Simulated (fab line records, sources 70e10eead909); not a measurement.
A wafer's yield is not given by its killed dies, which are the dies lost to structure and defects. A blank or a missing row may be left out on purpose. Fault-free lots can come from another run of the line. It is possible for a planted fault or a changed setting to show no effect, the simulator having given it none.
Chamber matching || flow nand harc || NHARC_A_M1_DEP_33 on pecvd-02: 3 sister chambers
The step deposits SiCN, target thk 30 nm. 3 wafers are shown with their chamber, then 8 later ones without.

## WAFERS WITH THEIR CHAMBER
{"wafer": "L880.4", "chamber": 2, "heater power w (W)": 356}
{"wafer": "L888.4", "chamber": 0, "heater power w (W)": 464}
{"wafer": "L890.1", "chamber": 1, "heater power w (W)": 488}

## WAFERS WHOSE CHAMBER IS MISSING
{"wafer": "L890.2", "heater power w (W)": 390}
{"wafer": "L890.4", "heater power w (W)": 395}
{"wafer": "L892.2", "heater power w (W)": 518}
{"wafer": "L892.4", "heater power w (W)": 457}
{"wafer": "L892.6", "heater power w (W)": 526}
{"wafer": "L893.2", "heater power w (W)": 384}
{"wafer": "L893.4", "heater power w (W)": 538}
{"wafer": "L893.6", "heater power w (W)": 435}

## CHAMBER TAKEN BY EACH
{"wafer": "L890.2", "from the rows above": "can't be placed: 2 or 0 or 1", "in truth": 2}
{"wafer": "L890.4", "from the rows above": "can't be placed: 2 or 0 or 1", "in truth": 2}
{"wafer": "L892.2", "from the rows above": "can't be placed: 1 or 0", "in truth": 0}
{"wafer": "L892.4", "from the rows above": "can't be placed: 0 or 1", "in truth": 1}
{"wafer": "L892.6", "from the rows above": "can't be placed: 1 or 0", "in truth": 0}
{"wafer": "L893.2", "from the rows above": "can't be placed: 2 or 0", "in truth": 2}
{"wafer": "L893.4", "from the rows above": "can't be placed: 1 or 0", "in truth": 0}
{"wafer": "L893.6", "from the rows above": "can't be placed: 0 or 1 or 2", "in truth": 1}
Placed correctly: 0 of 8. From these rows, 8 cannot be placed; in 8 the true chamber is one of the candidates. Wrongly placed: 0.
How it was worked out, from the rows above alone: a wafer's distance from a chamber is the root of the sum, over the readings, of the square of ((its reading less the chamber's mean) divided by the reading's scatter). If the next closest chamber is less than 2 further off than the closest, the wafer can't be placed; otherwise it belongs to the closest. A chamber's mean is the mean of its shown wafers. The scatter: with one shown wafer a chamber, the root of the mean of the squares of how far each hidden wafer lies from its nearest shown one.
